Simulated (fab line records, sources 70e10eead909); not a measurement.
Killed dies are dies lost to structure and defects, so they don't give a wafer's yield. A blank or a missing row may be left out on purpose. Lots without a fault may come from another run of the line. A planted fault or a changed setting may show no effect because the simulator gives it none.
fab line records | flow nand_harc | part 2 of 2: steps 5 to 6 of 6
record lots=21 wafers=63 last_day=24
route steps=1159 shown A_STAIRCASE@547
lots that met no fault: from a run of the same line without faults
start_h: hours from the record's first day to the start of the lot's first wafer shown | wait_h: hours since the lot's step before | " the same as in the row above | L1.1+2: a row that stands for several wafers | - no value, or no start given | * or withheld: withheld | < > ~ a bound
route shown NAME@n: a module of which the file shows steps, and the number in the route of the first | usual: mean/standard deviation of fault-free wafers | same: alike in all rows | chamber/n: place in a boat | sites: the reading at each site | _std_site: their standard deviation | _edge_site: outer sites' mean less inner sites' | radius_mm: how far each site lies from the wafer's centre | mask NAME#n: copy n | behind: the tool/chamber that last shaped the wafer | hold: why the lot was held/for how many hours/how that ended | device: the transistor (n, p or np) that didn't switch | end of line: the same wafers' tests at the end of the route | a step without rows: its recipe alone | killed: dies lost to structure and defects at the first sort, not the wafer's yield | map: a wafer's dies, x killed, . not, _ none there
set.NAME: the setting as run; set.NAME@STEP: as run at that earlier step | model.NAME: the simulator's own value behind a step, which no gauge read
steps of the route over a sample of lots; a table a step, a row a wafer
services: from which hour (start_h, from the record's first day; less than 0 if before it) a tool's chamber was out of use, for how many hours, and why
## steps
# step NHARC_A_STAIRCASE_TRIM_220
# recipe time_s=211.2 o2_flow_sccm=500 ar_flow_sccm=0 bias_w=0 chemistry=O2
# usual drypump_motor_current_A=5.7/0.42 mfc_ar_sccm=0.010/0.011 oes_product_au=1.003/0.0081 rf_vpp_V=57.9/0.92 showerhead_plenum_p_Torr=3.58/0.1 throttle_valve_pct=17.036/0.0079
# columns lot.wafer tool chamber start_h wait_h drypump_motor_current_A mfc_ar_sccm oes_product_au rf_hours_counter_h rf_vpp_V showerhead_plenum_p_Torr throttle_valve_pct
L076.4 rie_diel-04 0 243.83 0.1 5.8 0.013 1.007 46 55.3 3.66 17.039
L076.6 " 0 " " 5.8 0.013 1.009 - 57.4 3.66 17.024
L076.5 " 1 " " 5.2 0.023 1.004 - 59.2 3.69 17.030
L074.2 rie_diel-04 1 244.82 0.2 5.2 0.023 0.989 45 57.9 3.69 17.036
L074.4 " 3 " " 6.1 0 1.002 48 58.2 3.51 17.045
L074.6 " 1 " " 5.2 0.023 0.991 - 58.2 3.69 17.049
L078.4 rie_diel-04 0 263.76 0.1 5.8 0.013 0.991 53 58.3 3.65 17.029
L078.2 " 2 " " 5.7 0 1.017 51 58.0 3.68 17.044
L078.5 " 0 " " 5.8 0.013 0.997 - 59.0 3.65 17.032
L077.3 rie_diel-11 3 264.06 0.1 5.0 0.011 0.994 22 57.9 3.50 17.028
L077.1 " 1 " " 5.4 0 1.007 22 58.1 3.36 17.038
L077.5 " 3 " " 5.0 0.011 0.995 - 58.3 3.50 17.038
L079.4 rie_diel-09 3 275.55 0.1 5.8 0.033 0.991 5 56.5 3.42 17.034
L079.5 " 2 " " 5.4 0.020 0.997 - 58.1 3.56 17.026
L079.6 " 3 " " 5.7 0.033 0.990 - 57.3 3.42 17.046
L080.4 rie_diel-09 0 276.55 0.1 5.5 0.002 1.016 6 58.9 3.70 17.029
L080.5 " 2 " " 5.4 0.020 1.011 - 57.8 3.56 17.030
L080.6 " 3 " " 5.7 0.033 1.001 - 58.3 3.42 17.039
L082.1 rie_diel-11 3 283.85 0.1 5.0 0.011 0.990 30 56.3 3.49 17.039
L082.2 " 0 " " 6.0 0.001 1.013 33 58.3 3.52 17.038
L082.4 " 1 " " 5.3 0 0.993 31 55.7 3.36 17.035
L081.1 rie_diel-04 2 284.43 0.1 5.6 0 1.007 58 55.5 3.67 17.050
L081.3 " 0 " " 5.8 0.013 1.006 63 56.5 3.65 17.045
L081.6 " 2 " " 5.6 0 1.010 - 59.2 3.67 17.040
L084.3 rie_diel-11 1 298.14 0.5 5.4 0 1.000 37 57.1 3.35 17.043
L084.1 " 3 " " 5.0 0.011 1.001 36 57.7 3.49 17.038
L084.2 " 0 " " 6.0 0.001 1.001 39 57.7 3.52 17.029
L083.3 rie_diel-11 0 303.91 0.1 6.0 0.001 0.999 42 59.4 3.52 17.032
L083.2 " 1 " " 5.3 0 1.005 40 57.0 3.35 17.032
L083.1 " 2 " " 6.0 0 1.005 40 57.3 3.63 17.051
L085.1 rie_diel-11 1 310.29 0.1 5.3 0 1.007 42 58.1 3.35 17.028
L085.2 " 0 " " 6.0 0.001 1.012 42 57.5 3.52 17.035
L085.5 " 2 " " 6.0 0 1.013 - 56.6 3.62 17.043
L086.3 rie_diel-04 1 313.89 0.1 5.2 0.023 1.007 5 58.5 3.68 17.043
L086.4 " 3 " " 6.1 0 1.010 7 57.9 3.50 17.027
L086.5 " 1 " " 5.2 0.023 1.004 - 57.7 3.68 17.038
L087.1 rie_diel-09 3 315.11 0.1 5.8 0.033 1.005 19 56.4 3.41 17.036
L087.2 " 1 " " 6.7 0.005 0.992 20 57.6 3.68 17.029
L087.6 " 0 " " 5.5 0.002 1.005 - 58.3 3.69 17.018
L088.1 rie_diel-04 2 335.90 0.1 5.6 0 1.004 14 57.4 3.66 17.031
L088.5 " 2 " " 5.6 0 1.016 - 57.1 3.66 17.040
L088.6 " 3 " " 6.1 0 1.002 - 56.4 3.50 17.030
L089.4 rie_diel-04 1 336.79 0.1 5.2 0.023 1.000 13 58.4 3.67 17.030
L089.1 " 2 " " 5.6 0 1.007 15 57.3 3.66 17.021
L089.5 " 0 " " 5.8 0.013 1.018 - 56.6 3.64 17.032
L091.4 rie_diel-04 0 350.06 0.1 5.8 0.013 1.006 19 56.7 3.64 17.031
L091.1 " 2 " " 5.6 0 1.013 20 59.7 3.66 17.032
L091.5 " 0 " " 5.8 0.013 1.001 - 57.2 3.64 17.051
L092.1 rie_diel-04 0 351.03 0.1 5.8 0.013 1.002 19 58.0 3.64 17.040
L092.3 " 2 " " 5.6 0 1.010 20 58.5 3.66 17.032
L092.5 " 3 " " 6.1 0 1.010 - 58.6 3.49 17.034
L094.4 rie_diel-09 3 363.44 0.3 5.7 0.033 1.010 35 58.0 3.40 17.039
L094.2 " 1 " " 6.8 0.005 0.999 35 58.3 3.67 17.041
L094.5 " 0 " " 5.5 0.002 0.999 - 58.3 3.68 17.026
L093.3 rie_diel-09 2 364.56 0.1 5.4 0.020 0.999 34 57.8 3.55 17.053
L093.2 " 1 " " 6.7 0.005 0.988 35 58.3 3.67 17.041
L093.6 " 3 " " 5.7 0.033 1.007 - 56.4 3.40 17.034
L096.4 rie_diel-09 2 371.70 0.2 5.4 0.020 0.988 38 58.0 3.55 17.045
L096.2 " 3 " " 5.8 0.033 1.001 39 56.9 3.40 17.036
L096.5 " 1 " " 6.7 0.005 0.985 - 58.6 3.67 17.034
L097.2 rie_diel-04 2 374.03 0.1 5.6 0 1.004 31 58.0 3.65 17.018
L097.3 " 3 " " 6.1 0 0.998 30 58.1 3.49 17.025
L097.1 " 0 " " 5.8 0.013 1.009 28 58.0 3.63 17.021
# step NHARC_A_STAIRCASE_ETCH_292
# recipe cf4_flow_sccm=100 chf3_flow_sccm=30 ar_flow_sccm=0 rf_w=500 bias_w=200 chemistry=CF4/CHF3
# usual drypump_motor_current_A=5.7/0.46 mfc_ar_sccm=0.010/0.011 oes_product_au=0.950/0.021 rf_vpp_V=371.5/1.9 showerhead_plenum_p_Torr=1.60/0.048 throttle_valve_pct=16.803/0.0093
# columns lot.wafer tool chamber start_h wait_h drypump_motor_current_A mfc_ar_sccm oes_product_au rf_hours_counter_h rf_vpp_V showerhead_plenum_p_Torr throttle_valve_pct
L076.4 rie_diel-04 2 252.62 0.1 5.6 0 0.971 46 371.9 1.64 16.811
L076.6 " 0 " " 5.7 0.013 0.988 - 372.1 1.63 16.813
L076.5 " 1 " " 5.2 0.023 0.962 - 372.9 1.65 16.812
L074.2 rie_diel-04 2 252.88 0.2 5.6 0 0.949 46 372.4 1.64 16.796
L074.4 " 3 " " 6.1 0 0.952 50 369.2 1.57 16.824
L074.6 " 2 " " 5.6 0 0.949 - 372.9 1.64 16.789
L077.1 rie_diel-04 3 273.16 0.1 6.1 0 0.924 59 369.2 1.56 16.818
L077.3 " 0 " " 5.8 0.013 0.928 59 370.7 1.63 16.811
L077.5 " 1 " " 5.2 0.023 0.921 - 371.8 1.64 16.797
L078.2 rie_diel-04 1 273.53 0.1 5.2 0.023 0.912 57 372.5 1.64 16.805
L078.4 " 2 " " 5.6 0 0.934 55 373.0 1.64 16.800
L078.5 " 2 " " 5.6 0 0.932 - 372.2 1.64 16.798
L079.4 rie_diel-09 3 284.84 0.1 5.7 0.033 0.976 7 369.1 1.52 16.801
L079.5 " 1 " " 6.7 0.005 0.933 - 372.6 1.65 16.796
L079.6 " 2 " " 5.4 0.020 0.982 - 371.2 1.59 16.807
L080.4 rie_diel-04 3 285.07 0.1 6.0 0 0.970 62 369.2 1.56 16.798
L080.5 " 1 " " 5.2 0.023 0.946 - 373.3 1.64 16.807
L080.6 " 2 " " 5.6 0 0.972 - 373.4 1.64 16.784
L082.4 rie_diel-09 1 291.79 0.1 6.8 0.005 0.919 10 373.0 1.64 16.814
L082.2 " 2 " " 5.4 0.020 0.946 9 370.6 1.59 16.803
L082.1 " 0 " " 5.5 0.002 0.964 10 373.3 1.65 16.795
L081.1 rie_diel-11 2 293.55 0.1 6.0 0 0.946 33 372.0 1.62 16.801
L081.3 " 1 " " 5.4 0 0.951 34 367.4 1.50 16.812
L081.6 " 3 " " 5.0 0.011 0.950 - 369.9 1.56 16.804
L084.1 rie_diel-04 0 307.91 0.1 5.8 0.013 0.965 4 372.2 1.63 16.784
L084.2 " 2 " " 5.6 0 0.986 4 372.7 1.64 16.803
L084.3 " 3 " " 6.1 0 0.981 4 369.7 1.56 16.825
L083.2 rie_diel-11 2 311.58 0.1 5.9 0 0.964 42 372.6 1.62 16.816
L083.3 " 3 " " 5.0 0.011 0.946 43 370.5 1.55 16.814
L083.1 " 0 " " 6.0 0.001 0.953 43 368.5 1.57 16.805
L085.1 rie_diel-11 1 320.40 0.1 5.3 0 0.936 45 367.5 1.49 16.820
L085.2 " 2 " " 6.0 0 0.946 44 373.8 1.62 16.797
L085.5 " 2 " " 6.0 0 0.943 - 373.5 1.62 16.801
L086.3 rie_diel-09 0 322.26 0.1 5.5 0.002 0.936 25 372.6 1.65 16.805
L086.4 " 1 " " 6.7 0.005 0.901 23 372.3 1.64 16.802
L086.5 " 1 " " 6.7 0.005 0.912 - 373.1 1.64 16.805
L087.2 rie_diel-04 0 322.55 0.1 5.7 0.013 0.934 9 372.5 1.62 16.782
L087.1 " 2 " " 5.6 0 0.928 10 372.0 1.64 16.803
L087.6 " 3 " " 6.0 0 0.927 - 371.4 1.56 16.804
L088.1 rie_diel-04 0 343.53 0.2 5.8 0.013 0.943 17 373.4 1.62 16.806
L088.5 " 1 " " 5.2 0.023 0.966 - 372.8 1.64 16.801
L088.6 " 2 " " 5.6 0 0.968 - 372.8 1.63 16.802
L089.1 rie_diel-09 2 346.49 0.1 5.4 0.020 0.958 27 370.5 1.58 16.811
L089.4 " 3 " " 5.7 0.033 0.980 29 369.9 1.52 16.803
L089.5 " 1 " " 6.7 0.005 0.968 - 373.3 1.64 16.802
L091.4 rie_diel-04 2 358.46 0.1 5.6 0 0.974 22 371.9 1.63 16.806
L091.1 " 3 " " 6.1 0 0.956 20 370.6 1.56 16.806
L091.5 " 3 " " 6.0 0 0.951 - 370.1 1.56 16.801
L092.3 rie_diel-09 1 360.34 0.1 6.7 0.005 0.939 34 372.8 1.64 16.806
L092.1 " 0 " " 5.5 0.002 0.954 35 373.0 1.64 16.812
L092.5 " 2 " " 5.4 0.020 0.939 - 372.6 1.58 16.794
L094.4 rie_diel-04 1 374.13 0.1 5.2 0.023 0.955 27 371.9 1.63 16.785
L094.2 " 2 " " 5.6 0 0.938 31 373.8 1.63 16.801
L094.5 " 0 " " 5.7 0.013 0.928 - 371.3 1.62 16.817
L093.2 rie_diel-09 2 375.97 0.1 5.4 0.020 0.935 40 371.5 1.58 16.806
L093.3 " 0 " " 5.5 0.002 0.945 43 374.7 1.64 16.809
L093.6 " 3 " " 5.7 0.033 0.949 - 368.1 1.51 16.789
L096.4 rie_diel-09 2 380.25 0.1 5.4 0.020 0.953 41 370.5 1.58 16.791
L096.2 " 1 " " 6.7 0.005 0.948 43 372.7 1.64 16.816
L096.5 " 2 " " 5.4 0.020 0.962 - 371.2 1.58 16.802
L097.2 rie_diel-09 3 382.80 0.1 5.7 0.033 0.932 43 369.3 1.51 16.821
L097.1 " 0 " " 5.5 0.002 0.930 45 373.3 1.64 16.807
L097.3 " 1 " " 6.7 0.005 0.915 44 372.6 1.64 16.798
## services
# columns tool chamber start_h hours kind
rie_diel-04 0 218.93 - clean
rie_diel-04 1 218.93 - clean
rie_diel-04 2 218.93 - clean
rie_diel-04 3 218.93 - clean
rie_diel-11 1 223.95 4.9 repair
rie_diel-09 0 238.59 5.8 repair
rie_diel-04 0 243.45 - clean
rie_diel-04 1 243.45 - clean
rie_diel-04 2 243.45 - clean
rie_diel-04 3 243.45 - clean
rie_diel-09 - 254.10 9.0 pm
rie_diel-04 0 268.19 - clean
rie_diel-04 1 268.19 - clean
rie_diel-04 2 268.19 - clean
rie_diel-04 3 268.19 - clean
rie_diel-04 1 285.68 14.8 repair
rie_diel-04 - 288.90 9.0 pm
rie_diel-04 0 288.90 9.0 vent_cycle
rie_diel-04 2 288.90 9.0 vent_cycle
rie_diel-04 3 288.90 9.0 vent_cycle
rie_diel-09 - 303.60 1.2 repair
rie_diel-11 0 306.40 2.2 repair
rie_diel-11 1 352.19 8.8 repair
rie_diel-11 - 367.85 9.0 pm
